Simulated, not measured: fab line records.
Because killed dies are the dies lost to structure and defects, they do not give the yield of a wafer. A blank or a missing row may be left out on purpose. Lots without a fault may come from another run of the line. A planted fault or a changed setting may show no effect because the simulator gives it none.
Comparing a struck lot with a sound one | flow nand_harc | 40 out of 1159 route steps
Sound: these wafers, L530.2, L530.4, L530.6. Struck: wafers L547.2, L547.6 (left out: L547.5, a lot-mate that was not struck); the cause follows at the end.
Per side, at each step with rows, come the tool, then ch with its chambers, and then its first start. Under that, the readings that differ: sound wafers | struck wafers | difference of the means | sigmas: that difference in standard deviations of wafers without a fault.
alike: words and numbers the same on both sides, and readings whose means are apart by under 2 such deviations; not compared: readings that were withheld, readings missing a value for some wafer, numbers with overlapping values and no deviation given by the record, and bounds like >300 which may hide the same value.
A row with sigmas, a row that says differs or no value, or rows on one side alone: a step with any of these is where the two part. When numbers do not overlap yet have no deviation, they are printed without sigmas and do not part them. Lack of a reading on every wafer of one side parts them only where that side has two or more wafers.

first, 2 steps without rows for these wafers: NHARC_P_M0_PRE_CLEAN_29 (time 30 s); NHARC_P_M0_PVD_20 (deposits TaN, target thk 5 nm, time 8.06 s).
NHARC_P_M0_PVD_21: deposits Cu, target thk 30 nm, time 20.49 s.
  sound on pvd_sputter-01; struck on pvd_sputter-03
  alike: throttle_valve_pct
then, 3 steps without rows for these wafers: NHARC_P_M0_ECD_22 (material Cu, target thk 400 nm); NHARC_P_M0_ANNEAL_30 (time 90 s); NHARC_P_M0_CMP_23 (polishes, t overpolish 20 s, target thk 117.53 nm).
NHARC_P_M0_THK_MEAS_24: measures by xrf.
  sound on film_metro-02 at day 6 19:01; struck on film_metro-02 at day 10 15:24
  alike: thk_nm
after that, 1 step had no rows for these wafers: NHARC_P_M0_SRD_25.
NHARC_P_M0_INSPECT_27:
  sound on defect_inspect-01 at day 6 19:11; struck on defect_inspect-01 at day 10 15:34
  alike: raw_defect_count
NHARC_P_M0_PRE_CLEAN_31: time 12 s.
  sound on pecvd-02 ch 0,1,2, day 6 19:16; struck on pecvd-03 ch 0,2, day 10 15:38
  alike: heater_power_w
then, 1 step without rows for these wafers: NHARC_P_M0_DEP_32 (deposits SiCN, target thk 30 nm).
NHARC_P_M1_DEP_00: deposits SiOC, target thk 182.5 nm.
  sound on pecvd-01 ch 0,1, day 6 19:50; struck on pecvd-02 ch 0,1, day 10 16:11
then, 9 steps without rows for these wafers: NHARC_P_M1_DEHYDRATE_01 (time 120 s); NHARC_P_M1_HMDS_02 (time 30 s); NHARC_P_M1_COAT_34 (time 65 s); NHARC_P_M1_COAT_03 (resist thk 90 nm); NHARC_P_M1_SOFTBAKE_04 (time 55 s); NHARC_P_M1_EBR_05; NHARC_P_M1_EXPOSE_06 (exposes mask P M1, target cd 130 nm); NHARC_P_M1_PEB_07 (peb time 65 s); NHARC_P_M1_DEVELOP_08 (develop time 35 s).
NHARC_P_M1_CD_MEAS_09: target cd 130 nm.
  sound on cd_sem-01 ch 0, day 6 20:27; struck on cd_sem-03 ch 0, day 10 16:59
  alike: cd_nm
NHARC_P_M1_OVL_MEAS_10: pitch 260 nm.
  sound on overlay-02 at day 6 20:32; struck on overlay-01 at day 10 17:04
  reading           | sound          | struck  | difference | sigmas
  overlay_y_nm (nm) | -1.5 -1.0 -1.7 | 0.9 0.0 | +1.8       | +2
  alike: overlay_x_nm
NHARC_P_M1_INSPECT_11:
  sound on defect_inspect-02 at day 6 20:34; struck on defect_inspect-02 at day 10 17:06
  alike: raw_defect_count
NHARC_P_M1_DESCUM_14: chemistry O2, time 3 s.
  sound on rie_diel-12 ch 1,2,3, day 6 20:38; struck on rie_diel-12 ch 0,2, day 10 17:11
  alike: drypump_motor_current_A, oes_product_au, rf_vpp_V, showerhead_plenum_p_Torr, throttle_valve_pct
  not compared: rf_hours_counter_h
then, 2 steps without rows for these wafers: NHARC_P_M1_ETCH_35 (etches the open film in N2/H2, target depth 40 nm, overetch 12 nm, time 43.94 s); NHARC_P_M1_ETCH_15 (etches the open film in C4F8/Ar, target depth 182.5 nm, time 91.2 s).
NHARC_P_M1_CD_MEAS_16:
  sound on cd_sem-03 at day 6 20:56; struck on cd_sem-03 at day 10 17:29
  alike: cd_nm
NHARC_P_M1_STRIP_18: strips in N2/H2.
  sound on rie_diel-08 ch 0,1,2, day 6 21:02; struck on rie_diel-09 ch 0, day 10 17:34
  reading                         | sound          | struck    | difference | sigmas
  showerhead_plenum_p_Torr (Torr) | 2.06 1.96 1.92 | 2.18 2.18 | +0.20      | +3
  alike: drypump_motor_current_A, oes_product_au, rf_vpp_V, throttle_valve_pct
  not compared: rf_hours_counter_h
NHARC_P_M1_ETCH_28: etches the open film in CF4/N2, target depth 30 nm, time 72.99 s.
  sound: rie_diel-08 ch 1,2,3; struck: rie_diel-09 ch 1,2
  alike: drypump_motor_current_A, oes_product_au, rf_vpp_V, showerhead_plenum_p_Torr, throttle_valve_pct
  not compared: rf_hours_counter_h
then, 9 steps without rows for these wafers: NHARC_P_M1_STRIP_19 (strips in post etch residue remover, time 600 s); NHARC_P_M1_DEGAS_29 (time 60 s); NHARC_P_M1_PRE_CLEAN_30 (time 30 s); NHARC_P_M1_PVD_20 (deposits TaN, target thk 5 nm, time 8.06 s); NHARC_P_M1_PVD_21 (deposits Cu, target thk 30 nm, time 20.49 s); NHARC_P_M1_ECD_22 (material Cu, target thk 400 nm); NHARC_P_M1_ANNEAL_31 (time 90 s); NHARC_P_M1_CMP_23 (polishes, t overpolish 20 s, target thk 157.82 nm); NHARC_P_M1_SRD_25.
-- break in the record here, with 14 days between the starts of the struck wafers on either side (left off in module P_M1, picked up again in module END, where the first step shown is number 1159 on the route) --
NHARC_END_SORT_01:
  here the record holds rows for the struck wafers (prober-01 ch 0, day 24 23:09) but none for the sound ones

## WHERE THEY PART
Earliest at NHARC_P_M1_OVL_MEAS_10; latest, in this record, at NHARC_END_SORT_01.

WHY: whatever the simulator had introduced
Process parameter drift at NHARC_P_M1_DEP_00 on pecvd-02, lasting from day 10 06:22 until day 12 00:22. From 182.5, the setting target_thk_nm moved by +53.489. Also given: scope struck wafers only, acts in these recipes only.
